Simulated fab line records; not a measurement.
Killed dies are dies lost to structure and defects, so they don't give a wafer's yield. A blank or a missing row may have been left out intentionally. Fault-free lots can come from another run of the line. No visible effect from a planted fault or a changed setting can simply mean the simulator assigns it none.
Comparing a struck lot with a sound one + flow n5_finfet + 35 out of 1938 route steps
Sound: these wafers, L245.1, L245.5, L245.6. The struck wafers were L258.1, L258.4, L258.6. Last of all comes the cause.
At each step with rows: each side's tool, then ch and its chambers, then its first start. Under that, the readings that differ: sound wafers + struck wafers + difference of the means + sigmas: that difference in standard deviations of wafers without a fault.
alike: same words and numbers on both sides, and readings whose means sit less than 2 such deviations apart. not compared: any withheld reading, any reading some wafer has no value for, any bound like >300 that may hide the same value, and any number with overlapping values for which the record gives no deviation.
The two part at a step that has a row with sigmas, a row that says differs or no value, or rows on one side only. Numbers that don't overlap but have no deviation are shown without sigmas and don't part them. A reading missing from all wafers of one side parts the sides only when that side holds two or more wafers.

first, 9 steps without rows for these wafers: N5_PMOS_HMC_CHANNEL_EPI_SOFTBAKE_04 (time 60 s); N5_PMOS_HMC_CHANNEL_EPI_EXPOSE_06 (exposes mask PMOS HMC BLK, target cd 240 nm); N5_PMOS_HMC_CHANNEL_EPI_PEB_07 (peb time 60 s); N5_PMOS_HMC_CHANNEL_EPI_DEVELOP_08 (develop time 30 s); N5_PMOS_HMC_CHANNEL_EPI_DESCUM_14 (chemistry O2, time 7.9 s); N5_PMOS_HMC_CHANNEL_EPI_ETCH_32 (etches BARC in N2/H2, stops on SiO2, target depth 85.8 nm, time 50.3 s); N5_PMOS_HMC_CHANNEL_EPI_HM_OPEN_15 (chemistry CHF3/O2, target SiO2, target depth 40.6 nm, time 20.3 s); N5_PMOS_HMC_CHANNEL_EPI_STRIP_33 (strips in N2/H2); N5_PMOS_HMC_CHANNEL_EPI_STRIP_17 (strips in SPM, time 750 s).
N5_PMOS_HMC_CHANNEL_EPI_ETCH_38: etches SiO2 in CF4, target depth 1.5 nm.
  sound on rie_si-01 ch 0,1,3, day 2 17:53; struck on rie_si-05 ch 2,3, day 6 00:03
  alike: drypump_motor_current_A, oes_product_au, throttle_valve_pct
  not compared: rf_hours_counter_h
then, 24 steps without rows for these wafers: N5_PMOS_HMC_CHANNEL_EPI_FIN_RECESS_16 (chemistry HBr/Cl2, target Si, target depth 54 nm, time 18 s); N5_PMOS_HMC_CHANNEL_EPI_PRECLEAN_36 (cleans in O3/DIW, time 45 s); N5_PMOS_HMC_CHANNEL_EPI_PRECLEAN_18 (cleans in DHF, time 30 s); N5_PMOS_HMC_CHANNEL_EPI_SRD_19 (time 30 s); N5_PMOS_HMC_CHANNEL_EPI_EPI_20 (deposits SiGe30, target thk 59 nm); N5_PMOS_HMC_CHANNEL_EPI_HM_STRIP_35 (strips SiO2 in dHF, material SiO2, target depth 39.6 nm, time 216 s); N5_PMOS_HMC_CHANNEL_EPI_SRD_39 (time 30 s); N5_PMOS_HMC_CHANNEL_EPI_CMP_21 (polishes SiGe30, target thk 54 nm); N5_PMOS_HMC_CHANNEL_EPI_PRECLEAN_40 (cleans in DHF, time 30 s); N5_PMOS_HMC_CHANNEL_EPI_PRECLEAN_37 (cleans in O3/DIW, time 45 s); N5_PMOS_HMC_CHANNEL_EPI_PRECLEAN_24 (cleans in DHF, time 30 s); N5_PMOS_HMC_CHANNEL_EPI_SRD_25 (time 30 s); N5_PMOS_HMC_CHANNEL_EPI_EPI_26 (deposits Si from SiH4/H2, target thk 3.8 nm, time 22.7 s); N5_FIN_SAQP_PRECLEAN_42 (cleans in O3/DIW, time 60 s); N5_FIN_SAQP_PRECLEAN_00 (cleans in SC1, time 60 s); N5_FIN_SAQP_PRECLEAN_44 (cleans in SC2, time 45 s); N5_FIN_SAQP_SRD_01 (time 30 s); N5_FIN_SAQP_ALD_61 (deposits SiO2, target thk 4 nm, pulse time 1 s, purge time 2 s); N5_FIN_SAQP_DENSIFY_62 (time 60 s); N5_FIN_SAQP_HM_DEP_03 (deposits SiNx from SiH4/NH3/N2, target thk 38 nm, time 33.6 s); N5_FIN_SAQP_PECVD_47 (deposits a-Si from SiH4/He, target thk 45 nm, time 36.3 s); N5_FIN_SAQP_PECVD_48 (deposits SiNx from SiH4/NH3/N2, target thk 25 nm, time 22.1 s); N5_FIN_SAQP_PECVD_06 (deposits a-Si from SiH4/He, target thk 60 nm, time 48.1 s); N5_FIN_SAQP_HM_DEP_72 (deposits SiO2 from SiH4/N2O, target thk 12 nm, time 7.2 s).
-- a jump in the record: the struck wafers' starts before and after are 11 days apart (it breaks off in module FIN_SAQP and resumes in module PASSIVATION, where the first step shown is number 1936 of the route) --
N5_PASSIVATION_PROBE_49:
  struck on prober-02, day 17 09:50; sound on prober-01, day 14 00:18
| reading                  | sound          | struck         | difference | sigmas |
|--------------------------|----------------|----------------|------------|--------|
| defect_limited_yield (%) | 93.1 92.5 92.4 | 81.6 87.8 85.7 | -7.6       | -5     |
| killed_at_front_end      | 30 39 51       | 163 101 108    | +84        | +6     |
| killed_dies              | 81 88 90       | 217 144 169    | +90        | +5     |
| sort_bin_5_function (%)  | 4.2 4.3 4.4    | 12.0 7.0 8.1   | +4.7       | +5     |
| sort_n_pass              | 1099 1092 1090 | 963 1036 1011  | -90        | -5     |
| sort_yield_pct (%)       | 93.1 92.5 92.4 | 81.6 87.8 85.7 | -7.6       | -5     |
  alike: killed_at_M0_to_M3, killed_at_M4_up, killed_at_contacts, killed_at_other, killed_open, killed_short, sort_bin_6_memory

WHERE THEY PART
Only at N5_PASSIVATION_PROBE_49, as far as this record shows.

WHY: what had been put in by the simulator
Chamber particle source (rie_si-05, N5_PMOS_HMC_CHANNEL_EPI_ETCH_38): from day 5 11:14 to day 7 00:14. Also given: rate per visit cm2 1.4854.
